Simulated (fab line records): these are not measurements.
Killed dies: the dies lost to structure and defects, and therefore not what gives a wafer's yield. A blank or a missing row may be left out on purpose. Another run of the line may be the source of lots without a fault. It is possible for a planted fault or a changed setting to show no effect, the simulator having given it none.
Problem report in the 8D (eight disciplines) form, filled by code :: flow nand-harc :: the parts of the form that need people (team, actions taken, sign-off) are left out

## 1. THE ISSUE
Wafers without a fault read 27, standard deviation 9.9; killed-at-array at NHARC_END_SORT_01 reads a mean of 673 on 6 wafers belonging to 2 lots. Relative to the usual mean, that is a shift of +65 standard deviations.
Earliest sighting: wafer L193.2 on prober-01 at day 24 06:50. The record holds 6 wafers of 2 lots with a number at this step. The rule behind "out" and "out of limits": a value lying over 4 standard deviations away from the usual mean. The other wafers with a number count as sound.

## 2. WHAT THIS IS AND IS NOT
question: which readings at this step
is: killed-at-array, killed-dies
is not: killed-at-other, killed-open

question: which lots
is: L192, L193
is not: -

question: which wafers of those lots
is: all that have a number
is not: -

question: read on which gauges
is: prober-01, prober-02
is not: -

question: when
is: from day 24 06:50
is not: up to then (0 sound wafers)

## 3. WHAT RULES OUT EACH SUSPECT
Counting: any tool at a process step up to the reading is kept as a suspect provided that every lot that is out went through it and no sound lot did after the first of them.
- the gauge at NHARC_END_SORT_01 is ruled out. The wafers that are out were read on 2 gauges (prober-01, prober-02).
- rie-diel-13 at NHARC_A_STAIRCASE_ETCH_190 (etches the open film in C4F8/O2, target depth 100 nm, time 40.5 s): kept. It ran every lot that is out, first L192 (day 16 06:59), and no sound lot after that. With no start given for some of its lots, NHARC_A_STAIRCASE_ETCH_190 uses the hours and lot order of NHARC_A_STAIRCASE_TRIM_191.
- rie-diel-13 at NHARC_A_STAIRCASE_TRIM_191 (chemistry O2, time 211.2 s): kept. It ran every lot that is out, first L192 (day 16 06:59), and no sound lot after that.
- rie-diel-13 at NHARC_A_STAIRCASE_ETCH_192 (etches the open film in C4F8/O2, target depth 100 nm, time 40.5 s): kept. It ran every lot that is out, first L192 (day 16 07:33), and no sound lot after that. With no start given for some of its lots, NHARC_A_STAIRCASE_ETCH_192 uses the hours and lot order of NHARC_A_STAIRCASE_TRIM_196.
rie-diel-13 at NHARC_A_STAIRCASE_ETCH_190, rie-diel-13 at NHARC_A_STAIRCASE_TRIM_191 and rie-diel-13 at NHARC_A_STAIRCASE_ETCH_192 are what is left after counting.

## 4. THE CAUSE (what the simulator had put in)
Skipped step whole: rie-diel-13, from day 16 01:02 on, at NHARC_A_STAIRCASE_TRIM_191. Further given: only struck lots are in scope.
This tool is one of the 3 suspects left after counting.

## 5. THE EFFECT CHAIN, in route order
Rows list readings where the struck wafers' mean (over those with a number) sits beyond 3 standard deviations from the usual. Only readings for which the record gives a usual standard deviation are gone through. hours: the time from each lot's start at the first step in this table that gives one to its start at this step, as a median over the lots. sigmas: the change in usual standard deviations.
hours: 0
step: NHARC_END_SORT_01
reading: killed-at-array
usual: 27
on struck wafers: 673
change: +646
sigmas: +65

hours: 0
step: NHARC_END_SORT_01
reading: killed-dies
usual: 31
on struck wafers: 677
change: +646
sigmas: +65
Readings that are blank on the struck wafers while sound wafers have them: chamber-pressure-mTorr at NHARC_A_STAIRCASE_TRIM_191; drypump-motor-current-A at NHARC_A_STAIRCASE_TRIM_191; oes-product-au at NHARC_A_STAIRCASE_TRIM_191; rf-vpp-V at NHARC_A_STAIRCASE_TRIM_191; showerhead-plenum-p-Torr at NHARC_A_STAIRCASE_TRIM_191; throttle-valve-pct at NHARC_A_STAIRCASE_TRIM_191.

## 6. HOW IT WOULD HAVE BEEN CAUGHT EARLIER
Counted from the fault's start at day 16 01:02, it took 198 hours until the first out-of-limits reading at a measuring or inspecting step in this record, taken at day 24 06:50.
At NHARC_A_STAIRCASE_TRIM_191 the tool's readings are blank on the struck wafers, where sound wafers have them: an empty tool record is the first sign, and it was there at once.
By day 24 06:50, every lot that is out (2) had started NHARC_A_STAIRCASE_TRIM_191 on rie-diel-13. None of them would have been spared by holding the tool at that moment.
